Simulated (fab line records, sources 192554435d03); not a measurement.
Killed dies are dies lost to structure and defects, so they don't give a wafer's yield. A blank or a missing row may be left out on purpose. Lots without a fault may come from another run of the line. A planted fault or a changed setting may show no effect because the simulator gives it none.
fab line records | flow n5_finfet | part 1 of 2: steps 1 to 4 of 6
record lots=21 wafers=63 last_day=18
route steps=1938 shown BEOL_M3@945
lots that met no fault: from a run of the same line without faults
start_h: hours from the record's first day to the start of the lot's first wafer shown | wait_h: hours since the lot's step before | " the same as in the row above | L1.1+2: a row that stands for several wafers | - no value, or no start given | * or withheld: withheld | < > ~ a bound
route shown NAME@n: a module of which the file shows steps, and the number in the route of the first | usual: mean/standard deviation of fault-free wafers | same: alike in all rows | chamber/n: place in a boat | sites: the reading at each site | _std_site: their standard deviation | _edge_site: outer sites' mean less inner sites' | radius_mm: how far each site lies from the wafer's centre | mask NAME#n: copy n | behind: the tool/chamber that last shaped the wafer | hold: why the lot was held/for how many hours/how that ended | device: the transistor (n, p or np) that didn't switch | end of line: the same wafers' tests at the end of the route | a step without rows: its recipe alone | killed: dies lost to structure and defects at the first sort, not the wafer's yield | map: a wafer's dies, x killed, . not, _ none there
set.NAME: the setting as run; set.NAME@STEP: as run at that earlier step | model.NAME: the simulator's own value behind a step, which no gauge read
steps of the route over a sample of lots; a table a step, a row a wafer
services: from which hour (start_h, from the record's first day; less than 0 if before it) a tool's chamber was out of use, for how many hours, and why
## steps
# step N5_BEOL_M3_OVL_MEAS_12
# recipe points_per_wafer=522
# usual M3_OVL=-0.3/0.63
# columns lot.wafer tool chamber start_h wait_h M3_OVL[nm]
L075.2 overlay-02 0 144.09 0.0 0.6
L075.4 " 0 " " -0.6
L075.6 " 0 " " -0.1
L074.3 overlay-02 0 144.28 0.0 -0.5
L074.5 " 0 " " 0.0
L074.6 " 0 " " -0.4
L076.1 overlay-02 0 151.37 0.0 0.4
L076.4 " 0 " " 0.0
L076.5 " 0 " " 0.1
L077.1 overlay-02 0 162.29 0.0 -1.3
L077.4 " 0 " " -1.5
L077.6 " 0 " " -1.3
L078.1 overlay-02 0 165.14 0.0 0.2
L078.5 " 0 " " -0.4
L078.6 " 0 " " -0.3
L080.1 overlay-01 0 183.09 0.0 -0.4
L080.3 " 0 " " -0.2
L080.6 " 0 " " -0.4
L081.1 overlay-01 0 187.34 0.0 0.2
L081.2 " 0 " " 0.4
L081.5 " 0 " " -0.4
L082.3 overlay-01 0 188.59 0.0 0.5
L082.4 " 0 " " 0.2
L082.6 " 0 " " -0.7
L083.2 overlay-02 0 193.67 0.0 0.4
L083.4 " 0 " " -0.7
L083.6 " 0 " " -0.2
L084.2 overlay-01 0 196.34 0.0 -0.3
L084.3 " 0 " " -0.8
L084.4 " 0 " " -0.7
L086.2 overlay-02 0 213.92 0.0 0.2
L086.3 " 0 " " 0.0
L086.5 " 0 " " -0.5
L085.1 overlay-01 0 220.51 0.0 -0.2
L085.2 " 0 " " 0.7
L085.5 " 0 " " -0.2
L087.1 overlay-02 0 221.00 0.0 -0.3
L087.4 " 0 " " -1.2
L087.5 " 0 " " -0.4
L088.2 overlay-01 0 226.18 0.0 -0.5
L088.4 " 0 " " -0.8
L088.5 " 0 " " -0.7
L089.1 overlay-02 0 237.39 0.0 0.1
L089.5 " 0 " " -1.1
L089.6 " 0 " " 0.1
L090.3 overlay-01 0 240.72 0.0 -0.2
L090.4 " 0 " " -0.5
L090.6 " 0 " " -1.3
L091.1 overlay-01 0 245.35 0.0 -0.5
L091.5 " 0 " " -0.3
L091.6 " 0 " " -0.8
L093.1 overlay-01 0 261.97 0.0 0.5
L093.4 " 0 " " 0.3
L093.6 " 0 " " 0.7
L094.2 overlay-02 0 273.29 0.0 0.7
L094.4 " 0 " " 0.2
L094.5 " 0 " " -0.7
L095.3 overlay-01 0 282.05 0.0 -2.1
L095.5 " 0 " " -1.0
L095.6 " 0 " " -0.1
L097.1 overlay-01 0 298.64 0.0 0.8
L097.5 " 0 " " 0.1
L097.6 " 0 " " 0.1
# step N5_BEOL_M3_ETCH_63
# recipe chemistry=CF4 target=SiARC target_depth_a=156 mask_material=CAR-EUV time_s=26 ion_energy_ev=80 pressure_mtorr=40 source_w=545 bias_w=36 Ar_flow_sccm=100 cf4_flow_sccm=100 ends=cleared
# usual drypump_motor_current_A=5.7/0.45 etch_rf_on_time_s=25.8/0.65 mfc_ar_sccm=100.0/0.31 oes_product_au=0.66/0.073 rf_vpp_V=184.0/1.1 showerhead_plenum_p_Torr=2.13/0.075 throttle_valve_pct=15.67/0.25
# columns lot.wafer tool chamber start_h wait_h drypump_motor_current_A etch_rf_on_time_s mfc_ar_sccm oes_product_au rf_hours_counter_h rf_vpp_V showerhead_plenum_p_Torr throttle_valve_pct
L075.2 rie_diel-02 1 144.23 0.0 6.3 25.8 100.1 0.63 182 183.6 2.13 15.55
L075.4 " 0 " " 5.3 26.8 100.2 0.72 26 183.2 2.11 15.48
L075.6 " 1 " " 6.2 25.3 99.9 0.64 - 185.4 2.13 15.55
L074.3 rie_diel-02 1 144.46 0.0 6.3 25.3 100.3 0.64 182 183.6 2.13 15.54
L074.5 " 1 " " 6.2 25.6 100.2 0.63 - 182.6 2.13 15.53
L074.6 " 0 " " 5.2 27.0 99.8 0.73 - 184.4 2.11 15.48
L076.1 rie_diel-03 0 151.51 0.0 5.6 25.6 99.3 0.63 213 185.2 2.20 16.02
L076.4 " 1 " " 5.7 25.6 100.3 0.64 174 182.5 2.05 15.78
L076.5 " 3 " " 5.1 25.5 100.1 0.63 - 184.0 2.12 15.79
L077.1 rie_diel-02 0 162.44 0.0 5.3 27.2 99.7 0.71 31 183.0 2.11 15.50
L077.4 " 2 " " 5.6 25.6 100.5 0.62 214 183.1 2.03 15.66
L077.6 " 0 " " 5.2 27.4 99.8 0.72 - 183.4 2.11 15.49
L078.1 rie_diel-02 3 165.28 0.0 5.5 26.5 100.6 0.75 42 185.2 2.25 15.26
L078.5 " 2 " " 5.6 25.9 100.7 0.61 - 182.4 2.03 15.64
L078.6 " 3 " " 5.5 26.5 100.1 0.76 - 185.6 2.25 15.26
L080.1 rie_diel-03 1 183.77 0.0 5.7 25.5 99.6 0.64 184 182.6 2.04 15.80
L080.3 " 0 " " 5.6 25.5 100.4 0.62 222 185.4 2.20 16.04
L080.6 " 0 " " 5.7 25.6 99.9 0.62 - 184.2 2.20 16.04
L081.1 rie_diel-03 0 187.48 0.0 5.6 25.4 99.5 0.63 224 185.4 2.20 16.04
L081.2 " 1 " " 5.7 25.4 99.5 0.64 185 182.0 2.04 15.80
L081.5 " 1 " " 5.7 25.4 99.6 0.64 - 183.6 2.04 15.81
L082.3 rie_diel-02 2 188.72 0.0 5.6 26.0 100.3 0.61 222 183.6 2.03 15.68
L082.4 " 1 " " 6.2 25.7 100.9 0.62 194 185.6 2.13 15.57
L082.6 " 1 " " 6.2 25.7 100.2 0.63 - 183.2 2.13 15.56
L083.2 rie_diel-01 3 193.80 0.0 6.6 25.9 100.3 0.62 173 184.1 2.22 15.82
L083.4 " 1 " " 6.6 25.4 99.9 0.60 229 181.8 2.05 15.48
L083.6 " 1 " " 6.6 25.4 100.2 0.60 - 182.4 2.05 15.50
L084.2 rie_diel-03 3 196.48 0.0 5.0 25.0 99.9 0.63 204 184.3 2.11 15.82
L084.3 " 1 " " 5.7 25.5 99.9 0.64 187 183.6 2.04 15.81
L084.4 " 0 " " 5.6 25.1 99.9 0.62 226 184.2 2.20 16.06
L086.2 rie_diel-03 3 214.73 0.0 5.1 25.0 99.7 0.63 210 184.4 2.11 15.82
L086.3 " 0 " " 5.6 25.4 99.9 0.62 232 184.7 2.20 16.05
L086.5 " 1 " " 5.7 25.3 100.1 0.63 - 183.0 2.04 15.81
L085.1 rie_diel-02 1 220.84 0.0 6.2 26.0 99.9 0.62 199 184.5 2.12 15.58
L085.2 " 0 " " 5.2 27.6 100.0 0.69 45 183.6 2.10 15.53
L085.5 " 2 " " 5.6 26.1 99.8 0.61 - 182.4 2.03 15.68
L087.1 rie_diel-02 0 221.15 0.0 5.3 27.6 99.8 0.70 45 183.8 2.11 15.52
L087.4 " 2 " " 5.6 26.1 100.0 0.61 227 183.2 2.03 15.68
L087.5 " 1 " " 6.2 26.0 100.1 0.62 - 184.6 2.12 15.57
L088.2 rie_diel-03 3 226.31 0.0 5.1 25.1 100.3 0.62 214 183.4 2.11 15.83
L088.4 " 1 " " 5.7 25.3 100.1 0.63 198 182.4 2.04 15.82
L088.5 " 0 " " 5.7 25.3 99.9 0.62 - 183.8 2.19 16.06
L089.1 rie_diel-02 1 237.54 0.0 6.2 26.1 100.4 0.61 205 183.6 2.12 15.60
L089.5 " 2 " " 5.6 26.2 100.5 0.60 - 181.6 2.03 15.69
L089.6 " 1 " " 6.2 25.8 100.0 0.62 - 184.2 2.12 15.60
L090.3 rie_diel-03 2 241.26 0.0 5.3 25.4 100.4 0.60 249 184.2 2.19 15.92
L090.4 " 1 " " 5.7 25.3 100.3 0.63 202 183.4 2.04 15.85
L090.6 " 0 " " 5.7 25.6 99.7 0.62 - 184.4 2.19 16.07
L091.1 rie_diel-02 0 245.49 0.0 5.2 27.3 100.0 0.69 51 184.0 2.10 15.54
L091.5 " 2 " " 5.6 26.2 99.8 0.60 - 182.5 2.03 15.70
L091.6 " 3 " " 5.5 26.4 99.9 0.73 - 185.9 2.25 15.30
L093.1 rie_diel-01 1 262.16 0.0 6.6 26.0 100.7 0.57 255 182.3 2.04 15.55
L093.4 " 3 " " 6.6 26.2 100.0 0.60 - 185.0 2.21 15.88
L093.6 " 1 " " 6.6 26.1 100.1 0.57 - 182.2 2.04 15.55
L094.2 rie_diel-03 1 273.42 0.0 5.7 25.1 100.3 0.63 213 184.7 2.03 15.87
L094.4 " 3 " " 5.1 25.1 99.9 0.61 - 183.0 2.10 15.88
L094.5 " 1 " " 5.7 25.0 99.8 0.63 - 183.0 2.03 15.86
L095.3 rie_diel-03 2 282.48 0.0 5.3 25.4 100.3 0.85 6 184.8 2.19 15.39
L095.5 " 1 " " 5.7 25.2 100.4 0.63 - 182.5 2.03 15.87
L095.6 " 2 " " 5.3 25.6 99.9 0.85 - 184.8 2.19 15.40
L097.1 rie_diel-01 0 298.78 0.0 5.6 25.9 99.9 0.71 68 184.9 2.16 15.40
L097.5 " 3 " " 6.6 25.8 100.0 0.59 - 184.4 2.20 15.89
L097.6 " 2 " " 5.7 25.2 100.1 0.83 - 183.4 2.10 15.63
# step N5_BEOL_M3_STRIP_19
# recipe chemistry=O2 power_w=400 temp_c=40 pressure_mtorr=30 rf_frequency_hz=6e+07 bias_power_w=0 overash_fraction=0.2 o2_flow_sccm=225
# usual drypump_motor_current_A=5.8/0.5 oes_product_au=0.77/0.09 rf_vpp_V=3.6/0.47 showerhead_plenum_p_Torr=2.09/0.077 throttle_valve_pct=16.8/0.31
# columns lot.wafer tool chamber start_h wait_h drypump_motor_current_A oes_product_au rf_hours_counter_h rf_vpp_V showerhead_plenum_p_Torr throttle_valve_pct
L075.2 rie_diel-03 2 144.56 0.1 5.3 0.71 218 3.7 2.15 16.9
L075.4 " 1 " " 5.7 0.76 171 3.1 2.03 17.0
L075.6 " 1 " " 5.7 0.76 - 3.4 2.03 17.0
L074.3 rie_diel-01 3 144.77 0.1 6.6 0.76 158 3.4 2.19 16.9
L074.5 " 1 " " 6.6 0.68 - 3.3 1.98 16.4
L074.6 " 2 " " 5.7 0.72 - 3.1 2.09 17.3
L076.1 rie_diel-02 1 151.82 0.1 6.2 0.74 184 4.1 2.07 16.5
L076.4 " 2 " " 5.6 0.73 211 3.6 2.00 16.8
L076.5 " 0 " " 5.3 0.88 - 3.0 2.08 16.6
L077.1 rie_diel-01 3 162.74 0.1 6.6 0.75 163 3.3 2.19 16.9
L077.4 " 2 " " 5.7 0.71 229 3.5 2.09 17.3
L077.6 " 2 " " 5.7 0.71 - 3.5 2.09 17.3
L078.1 rie_diel-02 0 165.59 0.1 5.3 0.86 32 3.3 2.08 16.7
L078.5 " 3 " " 5.5 0.88 - 3.7 2.25 16.6
L078.6 " 2 " " 5.6 0.72 - 4.1 2.00 16.8
L080.1 rie_diel-01 0 184.15 0.1 5.6 0.90 28 4.2 2.12 16.3
L080.3 " 1 " " 6.6 0.67 226 4.0 1.98 16.4
L080.6 " 2 " " 5.7 0.71 - 4.2 2.09 17.3
L081.1 rie_diel-03 3 187.79 0.1 5.0 0.74 201 3.9 2.08 16.9
L081.2 " 0 " " 5.7 0.71 224 4.6 2.15 17.1
L081.5 " 0 " " 5.6 0.72 - 3.5 2.15 17.1
L082.3 rie_diel-03 3 189.03 0.1 5.1 0.74 201 4.5 2.08 16.9
L082.4 " 0 " " 5.6 0.72 224 3.4 2.15 17.1
L082.6 " 3 " " 5.1 0.74 - 3.5 2.08 16.9
L083.2 rie_diel-01 0 194.11 0.1 5.6 0.90 31 3.6 2.12 16.3
L083.4 " 2 " " 5.7 0.71 239 3.4 2.09 17.3
L083.6 " 2 " " 5.7 0.71 - 2.8 2.09 17.3
L084.2 rie_diel-03 0 196.79 0.1 5.6 0.71 226 3.7 2.15 17.1
L084.3 " 1 " " 5.7 0.75 188 3.0 2.02 17.0
L084.4 " 3 " " 5.1 0.73 204 3.5 2.08 16.9
L086.2 rie_diel-03 3 215.24 0.3 5.1 0.72 210 3.7 2.08 16.9
L086.3 " 1 " " 5.7 0.75 194 3.7 2.02 17.1
L086.5 " 0 " " 5.6 0.71 - 3.7 2.14 17.1
L085.1 rie_diel-01 1 221.18 0.1 6.6 0.68 239 4.3 1.97 16.4
L085.2 " 2 " " 5.7 0.70 250 4.0 2.09 17.3
L085.5 " 2 " " 5.7 0.70 - 3.9 2.09 17.3
L087.1 rie_diel-02 1 221.46 0.1 6.3 0.73 200 2.9 2.06 16.5
L087.4 " 3 " " 5.5 0.86 54 4.6 2.25 16.6
L087.5 " 3 " " 5.5 0.86 - 3.6 2.25 16.6
L088.2 rie_diel-01 2 226.71 0.1 5.7 0.69 252 3.4 2.09 17.3
L088.4 " 3 " " 6.6 0.73 184 3.1 2.18 17.0
L088.5 " 2 " " 5.7 0.69 - 4.0 2.08 17.3
L089.1 rie_diel-01 3 237.84 0.1 6.6 0.73 186 4.0 2.18 17.0
L089.5 " 3 " " 6.6 0.72 - 4.4 2.18 17.0
L089.6 " 0 " " 5.6 0.87 - 4.1 2.11 16.3
L090.3 rie_diel-02 0 241.73 0.2 5.2 0.83 50 3.7 2.07 16.7
L090.4 " 3 " " 5.5 0.85 61 3.5 2.25 16.6
L090.6 " 3 " " 5.5 0.86 - 3.0 2.25 16.6
L091.1 rie_diel-01 1 245.92 0.2 6.6 0.66 249 4.0 1.97 16.5
L091.5 " 1 " " 6.6 0.67 - 3.5 1.97 16.4
L091.6 " 3 " " 6.6 0.72 - 4.1 2.18 17.0
L093.1 rie_diel-03 1 262.47 0.1 5.7 0.73 211 3.4 2.01 17.1
L093.4 " 0 " " 5.6 0.70 248 3.6 2.14 17.1
L093.6 " 2 " " 5.3 1.03 - 3.3 2.14 16.4
L094.2 rie_diel-01 3 273.73 0.1 6.6 0.71 201 3.5 2.18 17.0
L094.4 " 0 " " 5.5 0.83 - 4.1 2.11 16.4
L094.5 " 3 " " 6.6 0.71 - 3.4 2.18 17.0
L095.3 rie_diel-02 1 282.88 0.1 6.3 0.71 219 3.7 2.06 16.6
L095.5 " 2 " " 5.6 0.70 - 3.5 1.99 16.8
L095.6 " 1 " " 6.2 0.71 - 3.7 2.06 16.6
L097.1 rie_diel-02 0 299.15 0.1 5.3 0.81 67 3.9 2.06 16.7
L097.5 " 0 " " 5.3 0.82 - 2.8 2.06 16.7
L097.6 " 3 " " 5.5 0.83 - 4.3 2.24 16.6
# step N5_BEOL_M3_CD_MEAS_18
# recipe pitch_nm=36 target_cd_nm=18
# usual cd_nm=17.8/0.44
# columns lot.wafer tool chamber start_h wait_h cd_nm
L075.2 cd_sem-01 - 144.63 0.1 18.1
L075.4 " - " " 17.5
L075.6 " - " " 18.2
L074.3 cd_sem-03 - 144.84 0.1 17.4
L074.5 " - " " 17.5
L074.6 " - " " 17.7
L076.1 cd_sem-03 - 151.89 0.0 18.1
L076.4 " - " " 18.2
L076.5 " - " " 17.8
L077.1 cd_sem-02 - 162.81 0.0 17.9
L077.4 " - " " 17.2
L077.6 " - " " 17.4
L078.1 cd_sem-03 - 165.66 0.0 17.1
L078.5 " - " " 17.9
L078.6 " - " " 18.2
L080.1 cd_sem-02 - 184.22 0.0 17.3
L080.3 " - " " 17.7
L080.6 " - " " 17.0
L081.1 cd_sem-01 - 187.86 0.0 17.7
L081.2 " - " " 17.9
L081.5 " - " " 18.4
L082.3 cd_sem-02 - 189.10 0.1 18.4
L082.4 " - " " 17.7
L082.6 " - " " 18.1
L083.2 cd_sem-01 - 194.18 0.1 17.6
L083.4 " - " " 18.0
L083.6 " - " " 17.9
L084.2 cd_sem-03 - 196.86 0.1 18.3
L084.3 " - " " 18.7
L084.4 " - " " 18.1
L086.2 cd_sem-03 - 215.31 0.1 18.0
L086.3 " - " " 17.7
L086.5 " - " " 17.7
L085.1 cd_sem-02 - 221.25 0.0 18.0
L085.2 " - " " 17.9
L085.5 " - " " 18.6
L087.1 cd_sem-01 - 221.53 0.0 18.4
L087.4 " - " " 18.5
L087.5 " - " " 18.1
L088.2 cd_sem-01 - 226.78 0.1 17.6
L088.4 " - " " 18.0
L088.5 " - " " 17.8
L089.1 cd_sem-02 - 237.91 0.0 18.1
L089.5 " - " " 18.0
L089.6 " - " " 17.1
L090.3 cd_sem-03 - 241.80 0.1 17.6
L090.4 " - " " 17.6
L090.6 " - " " 18.1
L091.1 cd_sem-02 - 245.99 0.0 17.2
L091.5 " - " " 17.8
L091.6 " - " " 16.7
L093.1 cd_sem-01 - 262.54 0.0 18.2
L093.4 " - " " 17.4
L093.6 " - " " 18.2
L094.2 cd_sem-01 - 273.80 0.1 18.2
L094.4 " - " " 18.3
L094.5 " - " " 18.7
L095.3 cd_sem-01 - 282.95 0.1 17.4
L095.5 " - " " 17.2
L095.6 " - " " 17.7
L097.1 cd_sem-01 - 299.22 0.0 17.9
L097.5 " - " " 18.3
L097.6 " - " " 18.6
